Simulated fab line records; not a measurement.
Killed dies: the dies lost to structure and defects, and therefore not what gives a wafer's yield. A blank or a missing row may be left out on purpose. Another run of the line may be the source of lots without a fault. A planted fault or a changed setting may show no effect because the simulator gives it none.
A single fault, viewed from 2 desks ; flow nand_harc ; every desk sees just its own numbers, and what lay behind them comes last

== DESK OF THE TOOL OWNER: rie_si-04 ==
The tool's own readings at NHARC_A_DECK1_JOINT_ETCHBACK_00 (etches the open film in HBr, target depth 30 nm, time 17.4 s): means of the sampled wafers that have a number, for each lot that ran on this tool. Any lot whose mean is over 4 standard deviations away from the usual mean is out of limits and marked OUT; that distance is given in the brackets.
Columns: A = chamber_pressure_mTorr at NHARC_A_DECK1_JOINT_ETCHBACK_00, usual 15.000 mTorr; B = drypump_motor_current_A at NHARC_A_DECK1_JOINT_ETCHBACK_00, usual 5.8 A; C = oes_product_au at NHARC_A_DECK1_JOINT_ETCHBACK_00, usual 0.993 a.u.; D = run_length_s at NHARC_A_DECK1_JOINT_ETCHBACK_00, usual 38.7 s; E = throttle_valve_pct at NHARC_A_DECK1_JOINT_ETCHBACK_00, usual 23.268 %
lot;first seen here;A;B;C;D;E
L823;day 13 14:41;15.004;5.9;0.992;39.1;23.261
L825;day 14 21:29;14.997;5.9;1.003;38.8;23.266
L831;day 17 06:08;15.005;5.9;1.003;40.7 (+4.3) OUT;23.277
L840;day 20 11:33;15.008;6.1;0.979;38.9;23.272
Finding of this desk: L831 out of limits; the first was L831 at day 17 06:08, on run_length_s at NHARC_A_DECK1_JOINT_ETCHBACK_00. L823, L825, L840: within limits.

== THE DEFECT DESK ==
Lot by lot, what the route's inspections counted, given as the mean of those sampled wafers with a number. Any lot whose mean is over 4 standard deviations away from the usual mean is out of limits and marked OUT; that distance is given in the brackets.
Columns: A = raw_defect_count at NHARC_A_CHANNEL_HOLE_D1_INSPECT_40, usual 68; B = raw_defect_count at NHARC_A_CHANNEL_FILL_D1_INSPECT_13, usual 274
lot;first seen here;A;B
L818;day 8 12:18;39;240
L819;day 9 09:25;50;230
L822;day 10 09:08;37;241
L824;day 10 23:17;30;179
L823;day 11 03:26;42;253
L825;day 12 07:19;42;257
L831;day 14 19:29;53;262
L836;day 16 09:17;68;211
L837;day 17 02:03;69;276
L839;day 17 18:39;37;294
L840;day 17 22:49;39;269
L841;day 18 07:51;83;199
Finding of this desk: none of the 12 lots has anything out of limits.

== TAKEN TOGETHER ==
At day 17 06:08, on L831, the tool owner's desk was in a position to raise an alarm.
The defect desk saw nothing out of limits.
The defect desk has L831 on record, within its limits.
NHARC_A_DECK1_JOINT_ETCHBACK_00 was run on rie_si-04 by each of the lots named.

== WHAT THE SIMULATOR HAD PUT IN ==
rie_si-04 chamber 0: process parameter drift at NHARC_A_DECK1_JOINT_ETCHBACK_00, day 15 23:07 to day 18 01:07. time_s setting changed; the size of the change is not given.
Struck lots among those shown: L831.
Time in hours from fault onset to the first out-of-limits reading at each desk: the tool owner's desk, 31.
